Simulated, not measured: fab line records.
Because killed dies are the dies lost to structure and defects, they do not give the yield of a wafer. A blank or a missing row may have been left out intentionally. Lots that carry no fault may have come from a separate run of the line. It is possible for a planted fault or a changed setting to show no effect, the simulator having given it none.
Which tool did it?    flow n5_finfet    72 wafers from 24 lots sampled at 6 of the route's 1938 steps

== WHAT THE GAUGES SHOWED, per wafer ==
N5_BEOL_M13_CD_MEAS_17: the cd target is 190 nm. Usual: cd_nm 190.2 nm, standard deviation 1.2.
lot   measured      on         cd_nm (nm)         flag
L074  day 10 15:49  cd_sem-01  191.5 191.4 191.7  
L075  day 10 22:13  cd_sem-02  193.3 192.1 193.3  
L076  day 11 05:41  cd_sem-02  191.7 192.3 192.1  
L078  day 11 09:46  cd_sem-01  190.1 190.1 190.3  
L077  day 11 14:21  cd_sem-03  191.7 191.5 192.2  
L079  day 12 14:14  cd_sem-02  190.9 190.6 191.5  
L080  day 12 14:54  cd_sem-01  189.6 188.7 192.8  
L083  day 13 02:34  cd_sem-03  189.8 190.3 190.0  
L084  day 13 03:20  cd_sem-01  189.5 192.1 190.2  
L082  day 13 06:23  cd_sem-02  188.4 187.9 189.9  
L087  day 13 06:46  cd_sem-01  187.8 188.3 188.9  
L081  day 13 07:27  cd_sem-01  189.0 189.3 189.5  
L085  day 13 10:28  cd_sem-01  189.3 188.5 190.4  
L086  day 13 14:04  cd_sem-01  189.4 190.4 190.0  
L090  day 14 17:28  cd_sem-03  188.2 190.0 189.3  
L088  day 14 21:15  cd_sem-01  188.1 190.7 188.6  
L089  day 15 00:32  cd_sem-02  189.7 190.3 190.7  
L092  day 15 07:46  cd_sem-01  189.6 189.2 189.4  
L091  day 15 08:02  cd_sem-02  190.1 189.7 191.1  
L093  day 15 18:59  cd_sem-03  191.4 189.8 190.3  
L095  day 16 01:56  cd_sem-03  190.7 191.7 192.6  
L094  day 16 05:02  cd_sem-02  190.2 190.9 190.6  
L097  day 16 13:19  cd_sem-03  188.8 190.2 190.7  
L096  day 17 06:38  cd_sem-01  190.0 189.8 190.1  

N5_BEOL_M14_CD_MEAS_10: the cd target is 250 nm. Usual: cd_nm 250.1 nm, standard deviation 1.5.
lot   measured      on         cd_nm (nm)         flag
L074  day 10 23:47  cd_sem-01  251.2 251.6 252.0  
L075  day 11 08:35  cd_sem-03  251.8 248.3 247.6  
L076  day 11 10:23  cd_sem-02  252.0 249.4 249.9  
L078  day 11 13:39  cd_sem-01  253.4 251.1 250.9  
L077  day 11 19:43  cd_sem-02  251.6 250.4 251.4  
L079  day 12 19:58  cd_sem-03  252.4 250.8 249.5  
L080  day 12 19:49  cd_sem-03  252.0 253.1 253.4  
L083  day 13 06:02  cd_sem-03  250.3 251.5 249.8  
L084  day 13 14:33  cd_sem-01  247.7 249.2 250.0  
L082  day 13 14:07  cd_sem-02  250.2 252.2 250.9  
L087  day 13 14:23  cd_sem-03  252.0 251.9 252.0  
L081  day 13 15:23  cd_sem-03  250.0 247.6 249.3  
L085  day 13 15:59  cd_sem-02  248.2 247.3 249.8  
L086  day 13 22:27  cd_sem-01  251.5 251.8 251.1  
L090  day 14 23:05  cd_sem-02  248.8 247.6 248.2  
L088  day 15 00:58  cd_sem-01  249.0 250.0 246.7  
L089  day 15 06:38  cd_sem-03  247.5 247.9 247.2  
L092  day 15 11:41  cd_sem-03  250.4 251.9 251.8  
L091  day 15 13:08  cd_sem-02  248.7 250.0 248.5  
L093  day 15 23:43  cd_sem-01  249.4 248.6 248.1  
L095  day 16 06:28  cd_sem-01  248.9 250.0 249.7  
L094  day 16 09:08  cd_sem-01  252.7 250.6 251.5  
L097  day 16 18:23  cd_sem-03  246.7 249.3 249.2  
L096  day 17 11:19  cd_sem-02  250.5 251.1 249.8  

N5_BEOL_M14_OCD_MEAS_35. Usual: trench_depth_nm 552 nm, standard deviation 8.4.
lot   measured      on      trench_depth_nm (nm)  flag
L074  day 11 01:28  ocd-02  540 549 551           
L075  day 11 10:38  ocd-01  555 560 558           
L076  day 11 11:57  ocd-01  558 550 547           
L078  day 11 15:19  ocd-02  558 547 549           
L077  day 11 21:16  ocd-01  560 561 554           
L079  day 12 21:54  ocd-01  563 547 543           
L080  day 12 21:39  ocd-02  523 527 551           
L083  day 13 07:42  ocd-01  547 545 559           
L084  day 13 16:51  ocd-02  561 555 558           
L082  day 13 15:47  ocd-02  560 557 548           
L087  day 13 16:27  ocd-01  553 555 559           
L081  day 13 17:23  ocd-02  553 562 548           
L085  day 13 17:58  ocd-01  548 558 543           
L086  day 14 00:32  ocd-02  546 547 556           
L090  day 15 00:49  ocd-02  558 557 550           
L088  day 15 03:20  ocd-02  562 561 557           
L089  day 15 08:11  ocd-02  561 578 574           
L092  day 15 13:19  ocd-02  559 572 559           
L091  day 15 17:48  ocd-01  556 539 548           
L093  day 16 01:24  ocd-02  558 545 547           
L095  day 16 08:05  ocd-01  551 560 550           
L094  day 16 10:52  ocd-02  551 560 561           
L097  day 16 19:58  ocd-02  555 544 547           
L096  day 17 13:00  ocd-02  551 537 540           

N5_BEOL_M15_THK_MEAS_01. Usual: for M15_ILD_THK the level is 1629 nm and the standard deviation is 23.
lot   measured      on             M15_ILD_THK (nm)  flag
L074  day 11 09:21  film_metro-01  1622 1627 1667    
L075  day 11 13:12  film_metro-02  1611 1632 1645    
L076  day 11 14:23  film_metro-01  1607 1622 1621    
L078  day 11 19:38  film_metro-01  1612 1620 1627    
L077  day 11 23:40  film_metro-01  1619 1634 1602    
L079  day 13 02:54  film_metro-02  1635 1640 1645    
L080  day 13 01:33  film_metro-02  1621 1654 1642    
L083  day 13 14:13  film_metro-01  1632 1653 1656    
L084  day 13 21:28  film_metro-01  1629 1631 1610    
L082  day 13 19:58  film_metro-01  1640 1639 1610    
L087  day 13 20:38  film_metro-01  1629 1623 1637    
L081  day 13 21:49  film_metro-01  1630 1632 1649    
L085  day 13 22:20  film_metro-02  1629 1659 1618    
L086  day 14 04:49  film_metro-01  1654 1609 1621    
L090  day 15 03:07  film_metro-02  1622 1659 1603    
L088  day 15 06:11  film_metro-02  1640 1641 1661    
L089  day 15 10:30  film_metro-01  1552 1614 1605    
L092  day 15 18:26  film_metro-01  1630 1625 1637    
L091  day 16 00:35  film_metro-02  1621 1639 1649    
L093  day 16 03:34  film_metro-01  1587 1627 1631    
L095  day 16 11:44  film_metro-02  1596 1626 1643    
L094  day 16 14:07  film_metro-02  1611 1609 1629    
L097  day 16 23:51  film_metro-02  1639 1649 1650    
L096  day 17 17:07  film_metro-01  1594 1649 1631    

== WHICH TOOL RAN EACH LOT (tool, then ch and the chambers of the sampled wafers, then the start) ==
lot   N5_BEOL_M13_ETCH_67                 N5_BEOL_M14_DESCUM_33
L074  rie_diel-03 ch 1,2,3, day 10 16:16  rie_diel-06 ch 1,2,3, day 11 00:51
L075  rie_diel-01 ch 0,2,3, day 10 22:40  rie_diel-05 ch 1,2,3, day 11 10:01
L076  rie_diel-03 ch 0,1,2, day 11 06:16  rie_diel-06 ch 2,3, day 11 11:20
L078  rie_diel-01 ch 1,2,3, day 11 10:13  rie_diel-02 ch 1,2,3, day 11 14:43
L077  rie_diel-03 ch 0,1,3, day 11 15:40  rie_diel-05 ch 0,1, day 11 20:40
L079  rie_diel-01 ch 1,3, day 12 14:49    rie_diel-06 ch 1,2, day 12 21:17
L080  rie_diel-04 ch 0,1, day 12 15:20    rie_diel-02 ch 0,3, day 12 21:02
L083  rie_diel-03 ch 1,2, day 13 03:08    rie_diel-02 ch 1,2,3, day 13 07:05
L084  rie_diel-01 ch 0,1,2, day 13 04:03  rie_diel-06 ch 0,2, day 13 16:14
L082  rie_diel-03 ch 0,2,3, day 13 07:19  rie_diel-02 ch 2,3, day 13 15:11
L087  rie_diel-01 ch 2,3, day 13 07:20    rie_diel-05 ch 0,2, day 13 15:50
L081  rie_diel-04 ch 1,2,3, day 13 08:01  rie_diel-02 ch 1,3, day 13 16:47
L085  rie_diel-01 ch 2,3, day 13 11:02    rie_diel-02 ch 1,2,3, day 13 17:22
L086  rie_diel-04 ch 0,1,2, day 13 14:37  rie_diel-02 ch 1,2,3, day 13 23:56
L090  rie_diel-03 ch 0,1,3, day 14 18:03  rie_diel-06 ch 0,2,3, day 15 00:13
L088  rie_diel-03 ch 0,1,3, day 14 22:07  rie_diel-06 ch 0,2, day 15 02:44
L089  rie_diel-03 ch 0,1, day 15 01:17    rie_diel-05 ch 0,3, day 15 07:34
L092  rie_diel-03 ch 0,2,3, day 15 08:20  rie_diel-05 ch 0,2,3, day 15 12:42
L091  rie_diel-01 ch 0,1,2, day 15 08:42  rie_diel-02 ch 0,2,3, day 15 17:11
L093  rie_diel-03 ch 0,2, day 15 19:26    rie_diel-06 ch 1,2,3, day 16 00:47
L095  rie_diel-04 ch 1,2,3, day 16 02:31  rie_diel-02 ch 0,3, day 16 07:28
L094  rie_diel-03 ch 2,3, day 16 05:43    rie_diel-02 ch 0,3, day 16 10:16
L097  rie_diel-04 ch 0,1,3, day 16 13:53  rie_diel-06 ch 0,1,3, day 16 19:22
L096  rie_diel-03 ch 0,1, day 17 07:13    rie_diel-06 ch 0,1,3, day 17 12:23
- N5_BEOL_M13_ETCH_67: etches SiARC in CF4, target depth 143 nm, time 238.3 s.
- N5_BEOL_M14_DESCUM_33: chemistry O2, time 7.9 s.

== AS READ BY THE TOOLS THEMSELVES (means over the sampled wafers that have a number; for cases with no such wafer, the mark the record gives instead) ==
N5_BEOL_M13_ETCH_67. Usual: drypump_motor_current_A 5.5 A, standard deviation 0.43; etch_rf_on_time_s 236 s, standard deviation 4.2; oes_product_au 0.72 a.u., standard deviation 0.051; rf_vpp_V 184.5 V, standard deviation 1.3; showerhead_plenum_p_Torr 2.18 Torr, standard deviation 0.075; throttle_valve_pct 15.57 %, standard deviation 0.2.
lot   tool         drypump_motor_current_A (A)  etch_rf_on_time_s (s)  oes_product_au (a.u.)  rf_vpp_V (V)  showerhead_plenum_p_Torr (Torr)  throttle_valve_pct (%)  flag
L074  rie_diel-03  5.3                          240                    0.70                   184.8         2.16                             15.71                   
L075  rie_diel-01  5.3                          234                    0.75                   183.8         2.18                             15.48                   
L076  rie_diel-03  5.5                          234                    0.75                   185.4         2.23                             15.62                   
L078  rie_diel-01  5.6                          234                    0.75                   184.4         2.18                             15.37                   
L077  rie_diel-03  5.3                          235                    0.74                   184.5         2.18                             15.59                   
L079  rie_diel-01  5.8                          236                    0.70                   185.0         2.22                             15.32                   
L080  rie_diel-04  5.7                          237                    0.76                   184.2         2.16                             15.41                   
L083  rie_diel-03  5.8                          237                    0.70                   185.1         2.19                             15.67                   
L084  rie_diel-01  5.5                          236                    0.73                   184.5         2.20                             15.39                   
L082  rie_diel-03  5.1                          234                    0.71                   185.7         2.19                             15.73                   
L087  rie_diel-01  5.5                          231                    0.76                   183.7         2.13                             15.45                   
L081  rie_diel-04  6.0                          241                    0.69                   183.7         2.10                             15.52                   
L085  rie_diel-01  5.4                          234                    0.73                   184.6         2.14                             15.51                   
L086  rie_diel-04  5.7                          237                    0.76                   184.2         2.15                             15.41                   
L090  rie_diel-03  5.3                          235                    0.71                   184.2         2.17                             15.63                   
L088  rie_diel-03  5.3                          234                    0.71                   184.0         2.17                             15.63                   
L089  rie_diel-03  5.7                          236                    0.71                   185.3         2.20                             15.55                   
L092  rie_diel-03  5.1                          235                    0.70                   184.3         2.19                             15.76                   
L091  rie_diel-01  5.6                          236                    0.71                   185.2         2.20                             15.43                   
L093  rie_diel-03  5.3                          232                    0.72                   185.3         2.26                             15.66                   
L095  rie_diel-04  6.0                          235                    0.75                   184.2         2.18                             15.39                   
L094  rie_diel-03  4.9                          237                    0.67                   183.9         2.12                             15.86                   
L097  rie_diel-04  6.0                          238                    0.73                   184.4         2.18                             15.41                   
L096  rie_diel-03  5.7                          235                    0.70                   184.7         2.20                             15.58                   

N5_BEOL_M14_DESCUM_33. Usual: drypump_motor_current_A 5.8 A, standard deviation 0.38; oes_product_au 0.78 a.u., standard deviation 0.094; rf_vpp_V 242.6 V, standard deviation 1.4; showerhead_plenum_p_Torr 2.05 Torr, standard deviation 0.077; temp_c 40.01 C, standard deviation 0.11; throttle_valve_pct 20.54 %, standard deviation 0.29.
lot   tool         drypump_motor_current_A (A)  oes_product_au (a.u.)  rf_vpp_V (V)  showerhead_plenum_p_Torr (Torr)  temp_c (C)  throttle_valve_pct (%)  flag
L074  rie_diel-06  6.0                          0.79                   241.7         2.05                             39.94       20.45                   
L075  rie_diel-05  5.7                          0.82                   242.2         2.07                             39.96       20.33                   
L076  rie_diel-06  6.1                          0.79                   241.8         2.02                             40.07       20.40                   
L078  rie_diel-02  5.8                          0.71                   241.9         2.04                             39.93       20.77                   
L077  rie_diel-05  5.4                          0.84                   241.1         2.02                             40.11       20.25                   
L079  rie_diel-06  5.9                          0.77                   242.9         2.06                             39.89       20.50                   
L080  rie_diel-02  6.0                          0.68                   241.4         1.98                             40.07       20.79                   
L083  rie_diel-02  5.7                          0.69                   242.3         2.04                             39.91       20.79                   
L084  rie_diel-06  5.8                          0.86                   242.7         2.04                             40.04       20.29                   
L082  rie_diel-02  6.2                          0.69                   241.8         2.03                             40.09       20.97                   
L087  rie_diel-05  5.8                          0.82                   242.9         2.05                             39.92       20.35                   
L081  rie_diel-02  5.4                          0.68                   241.5         1.97                             40.06       20.63                   
L085  rie_diel-02  5.7                          0.69                   242.4         2.03                             39.99       20.80                   
L086  rie_diel-02  5.8                          0.68                   241.4         2.03                             40.00       20.80                   
L090  rie_diel-06  6.0                          0.81                   241.5         2.02                             39.98       20.38                   
L088  rie_diel-06  5.8                          0.85                   242.5         2.03                             40.02       20.32                   
L089  rie_diel-05  5.7                          0.88                   241.4         2.03                             40.07       20.20                   
L092  rie_diel-05  5.9                          0.84                   242.7         2.05                             40.12       20.32                   
L091  rie_diel-02  6.1                          0.87                   245.1         2.21                             40.13       20.63                   
L093  rie_diel-06  6.0                          0.75                   242.1         2.03                             40.02       20.50                   
L095  rie_diel-02  6.0                          0.93                   245.4         2.23                             40.14       20.42                   
L094  rie_diel-02  6.0                          0.94                   245.2         2.23                             39.97       20.51                   
L097  rie_diel-06  6.0                          0.74                   243.0         2.02                             40.00       20.59                   
L096  rie_diel-06  6.0                          0.73                   242.0         2.02                             40.07       20.62                   

== THE ANSWER, worked out from the rows above alone ==
Rule: lot off if the mean of its wafers having a number is beyond 3 standard deviations from the usual mean. Also off: a lot with no number at a reading for which 4 or more lots have one. All remaining lots with rows at the step are treated as sound. Order of review: gauges by route order, followed by the tools' own readings, for which a lot's mean as printed above is used. The first step at which some lot is off is used, and at that step the reading that is off furthest; a lot without a number counts as furthest.
No lot is off on any of the readings shown, so nothing can be concluded from this.

== WHAT THE SIMULATOR PUT IN ==
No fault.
